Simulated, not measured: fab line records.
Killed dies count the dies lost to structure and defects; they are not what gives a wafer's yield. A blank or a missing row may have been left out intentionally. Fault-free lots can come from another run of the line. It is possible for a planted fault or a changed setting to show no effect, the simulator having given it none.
Split-lot trial + flow n5Finfet + 7 lots, 39 wafers read, on a route of 1938 steps

## ON THE SPLIT
At N5_HKMG_FIN_ETCH_55 (etches SOC in N2/H2, target depth 240 nm, time 300 s), the setting timeS was moved away from the recipe's 300 s on 9 of the 39 wafers read, by -44.1% to +44.1%. All remaining wafers had this setting at the recipe value.

The reading is taken at the split's own step.

## THE READING
SiARC_of_HKMG_FIN_COAT_42.thkNm (the simulator's own value, which no gauge read), in nm, at N5_HKMG_FIN_ETCH_55 (etches SOC in N2/H2, target depth 240 nm, time 300 s). The file gives no usual value for it. The 30 wafers here that ran the recipe average 21.1 nm, standard deviation 0.39 nm.

| wafer  | tool, chamber at the split | timeS as run, s | against the recipe | SiARC_of_HKMG_FIN_COAT_42.thkNm, nm | against lot-mates on the recipe |
|--------|----------------------------|-----------------|--------------------|-------------------------------------|---------------------------------|
| L078.1 | rieDiel-03, 2              | 300             | recipe             | 21.2                                | -                               |
| L078.2 | rieDiel-03, 0              | 300             | recipe             | 21.8                                | -                               |
| L078.3 | rieDiel-03, 3              | 300             | recipe             | 20.4                                | -                               |
| L078.4 | rieDiel-03, 3              | 300             | recipe             | 20.4                                | -                               |
| L078.5 | rieDiel-03, 0              | 300             | recipe             | 21.8                                | -                               |
| L078.6 | rieDiel-03, 2              | 300             | recipe             | 21.2                                | -                               |
| L085.1 | rieDiel-06, 2              | 167.7           | -44.1%             | 27                                  | +6.1                            |
| L085.2 | rieDiel-06, 1              | 300             | recipe             | 20.8                                | -                               |
| L085.3 | rieDiel-06, 0              | 300             | recipe             | 21                                  | -                               |
| L085.4 | rieDiel-06, 2              | 300             | recipe             | 20.8                                | -                               |
| L085.5 | rieDiel-06, 0              | 167.7           | -44.1%             | 27.2                                | +6.3                            |
| L085.6 | rieDiel-06, 1              | 167.7           | -44.1%             | 27.2                                | +6.3                            |
| L086.1 | rieDiel-03, 3              | 424             | +41.3%             | 14                                  | -7.1                            |
| L086.2 | rieDiel-03, 1              | 300             | recipe             | 20.8                                | -                               |
| L086.3 | rieDiel-03, 2              | 424             | +41.3%             | 15.2                                | -5.9                            |
| L086.4 | rieDiel-03, 0              | 300             | recipe             | 21.6                                | -                               |
| L086.5 | rieDiel-03, 2              | 300             | recipe             | 21                                  | -                               |
| L086.6 | rieDiel-03, 3              | 424             | +41.3%             | 14                                  | -7.1                            |
| L089.1 | rieDiel-02, 0              | 300             | recipe             | 21                                  | -                               |
| L089.2 | rieDiel-02, 1              | 300             | recipe             | 21                                  | -                               |
| L089.3 | rieDiel-02, 2              | 300             | recipe             | 21.2                                | -                               |
| L089.4 | rieDiel-02, 3              | 300             | recipe             | 21.2                                | -                               |
| L089.5 | rieDiel-02, 3              | 300             | recipe             | 21.4                                | -                               |
| L089.6 | rieDiel-02, 2              | 300             | recipe             | 21                                  | -                               |
| L090.1 | rieDiel-03, 2              | 300             | recipe             | 21.4                                | -                               |
| L090.2 | rieDiel-03, 0              | 300             | recipe             | 21.8                                | -                               |
| L090.3 | rieDiel-03, 3              | 300             | recipe             | 20.6                                | -                               |
| L090.4 | rieDiel-03, 1              | 300             | recipe             | 21.2                                | -                               |
| L090.5 | rieDiel-03, 3              | 300             | recipe             | 20.6                                | -                               |
| L090.6 | rieDiel-03, 0              | 300             | recipe             | 21.6                                | -                               |
| L093.1 | rieDiel-02, 3              | 432.4           | +44.1%             | 15.2                                | -5.7                            |
| L093.2 | rieDiel-02, 0              | 300             | recipe             | 20.6                                | -                               |
| L093.3 | rieDiel-02, 0              | 300             | recipe             | 20.8                                | -                               |
| L093.4 | rieDiel-02, 3              | 432.4           | +44.1%             | 15                                  | -5.9                            |
| L093.5 | rieDiel-02, 3              | 300             | recipe             | 21.2                                | -                               |
| L093.6 | rieDiel-02, 0              | 432.4           | +44.1%             | 14.6                                | -6.3                            |
| L096.2 | rieDiel-02, 3              | 300             | recipe             | 21.2                                | -                               |
| L096.4 | rieDiel-02, 3              | 300             | recipe             | 21.2                                | -                               |
| L096.5 | rieDiel-02, 0              | 300             | recipe             | 20.8                                | -                               |

FIT RESULTS
A straight line over all 39 wafers: SiARC_of_HKMG_FIN_COAT_42.thkNm changes by -0.145 nm for each +1% of timeS; r = -0.99; the points scatter about the line by 0.45 nm.
The same after taking each lot's own level away (the mean of its wafers on the recipe; 39 wafers): -0.146 nm for each +1%; r = -0.99; scatter 0.45 nm.
On that fit, the largest move of timeS shifts the reading by 6.4 nm.
Across the lots, their own levels run from 20.87 to 21.20 nm, a range of 0.9 times the standard deviation given above.
Hence the lot-to-lot level has little effect on the slope; both slopes agree.
Check: for one of the wafers moved furthest among these (+44.1%), held out of the fit, the line's prediction against its lot-mates is -6.57 nm. Against them it came out at -5.67 nm.

## THE OTHER SPLITS THESE WAFERS WENT THROUGH
These wafers also went through other splits before the reading. Each is held against what the fit with the lots' levels taken away leaves over:
| other split on the same wafers        | wafers away from the commonest value | r with SiARC_of_HKMG_FIN_COAT_42.thkNm (lot level and that fit taken away) |
|---------------------------------------|--------------------------------------|----------------------------------------------------------------------------|
| N5_ZERO_LAYER_DEVELOP_10 developTimeS | 15                                   | -0.15                                                                      |
| N5_FIN_SAQP_HM_DEP_03 targetThkA      | 12                                   | -0.19                                                                      |
| N5_SD_EPI_P_EPI_21 epiGrowthTimeS     | 18                                   | +0.15                                                                      |

## THE WHOLE CHAIN: every reading that the file lists as answering this split, in the file's order
| step                | what it does                                         | reading                                                                          | change (the file's fit)               | r (the file's) |
|---------------------|------------------------------------------------------|----------------------------------------------------------------------------------|---------------------------------------|----------------|
| N5_HKMG_FIN_ETCH_55 | etches SOC in N2/H2, target depth 240 nm, time 300 s | HKMG_FIN.featureDepthNm (the simulator's own value, which no gauge read)         | +2.44 nm for each +1% of the setting  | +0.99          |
| N5_HKMG_FIN_ETCH_55 | etches SOC in N2/H2, target depth 240 nm, time 300 s | etch.depthNm (the simulator's own value, which no gauge read)                    | +2.44 nm for each +1% of the setting  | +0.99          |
| N5_HKMG_FIN_ETCH_55 | etches SOC in N2/H2, target depth 240 nm, time 300 s | SiARC_of_HKMG_FIN_COAT_42.thkNm (the simulator's own value, which no gauge read) | -0.146 nm for each +1% of the setting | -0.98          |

## FILE'S OWN FIT
SiARC_of_HKMG_FIN_COAT_42.thkNm changes by -0.146 nm for each +1% of timeS, r = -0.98.
